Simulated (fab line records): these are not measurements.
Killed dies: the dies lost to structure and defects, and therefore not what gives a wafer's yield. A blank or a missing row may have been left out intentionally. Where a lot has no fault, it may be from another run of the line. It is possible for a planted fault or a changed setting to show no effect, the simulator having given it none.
Problem report, 8D (eight disciplines) form, completed by code    flow n5Finfet    the parts of the form that need people (team, actions taken, sign-off) are left out
Where a reading is given only as a bound, like >300, the bound stands for it, and a mean or a difference that rests on one is marked > or <: the true number lies beyond.

## 1. PROBLEM STATEMENT
At N5_SPACER0_INSPECT_04, rawDefectCount averages 1037 over 9 wafers from 3 lots, while fault-free wafers read 142, standard deviation 38. Measured from the usual mean, that is +24 standard deviations.
The step: inspects for defects (darkfield).
First observed at day 6 10:29: wafer L952.1, on defectInspect-02. The record holds 30 wafers of 10 lots with a number at this step. Rule for "out", or "out of limits": more than 4 standard deviations from the usual mean. The other wafers with a number count as sound.

## 2. WHAT IT IS AND WHAT IT IS NOT
question                     is                                  is not
which readings at this step  rawDefectCount                      -
which lots                   L952, L953, L958                    L939, L945, L949, L950, L951, L961, L962
which wafers of those lots   all that have a number              -
read on which gauges         defectInspect-01, defectInspect-02  -
when                         from day 6 10:29                    up to then (15 sound wafers); but 6 sound wafers of L961, L962 came after

## 3. THE SUSPECTS, EACH WITH WHAT RULES IT OUT
Counting: a tool at any process step up to the reading remains a suspect when it ran all the lots that are out and ran no sound lot after the first of those.
- ruled out: the gauge at N5_SPACER0_INSPECT_04. Those wafers that are out were read across 2 gauges (defectInspect-01, defectInspect-02).
- aldSin-01 at N5_SPACER0_ALD_07 (deposits SiNx, target thk 2 nm): kept. It processed each lot that is out, first L952 at day 6 09:55, and no sound lot thereafter; up to then, the last sound lot it processed was L950 at day 6 01:52.
The count leaves aldSin-01 at N5_SPACER0_ALD_07.

## 4. THE CAUSE (what the simulator had put in)
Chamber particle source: aldSin-01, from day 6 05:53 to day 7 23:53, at N5_SPACER0_ALD_07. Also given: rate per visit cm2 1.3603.
After counting, this tool was the only one left.

## 5. THE EFFECT CHAIN, in route order
Each row: a reading where the mean over the struck wafers with a number is more than 3 standard deviations away from the usual. Scope: only readings with a usual standard deviation given in the record; hours: median across lots of the time from each lot's start at the first step in this table that gives one to its start at this step; sigmas: change in usual standard deviations.
hours  step                     reading           usual  on struck wafers  change  sigmas
0      N5_SPACER0_INSPECT_04    rawDefectCount    142    1037              +895    +24
0      N5_SD_EPI_N_INSPECT_11   rawDefectCount    2.2    >300              >+298   +99 or more
5      N5_SD_EPI_N_INSPECT_26   rawDefectCount    220    1122              +902    +18
219    N5_PASSIVATION_PROBE_49  killedAtFrontEnd  40     115               +75     +5.4
219    N5_PASSIVATION_PROBE_49  killedDies        104    180               +76     +4.0
219    N5_PASSIVATION_PROBE_49  killedOnRim       14     31                +17     +4.0
The process steps in it:
- N5_PASSIVATION_PROBE_49

## 6. HOW IT WOULD HAVE BEEN CAUGHT EARLIER
The first out-of-limits reading at a measuring or inspecting step in this record came at day 6 10:29, 5 hours after the fault's start at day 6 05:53.
An alarm limit of 4 standard deviations would not have fired on the tool readings at N5_SPACER0_ALD_07 for which the record gives a usual standard deviation, since none of them was out on any struck wafer.
Among the 3 lots that are out, L953, L958 began N5_SPACER0_ALD_07 on aldSin-01 after day 6 10:29. A hold on the tool at that time would have spared those 2.
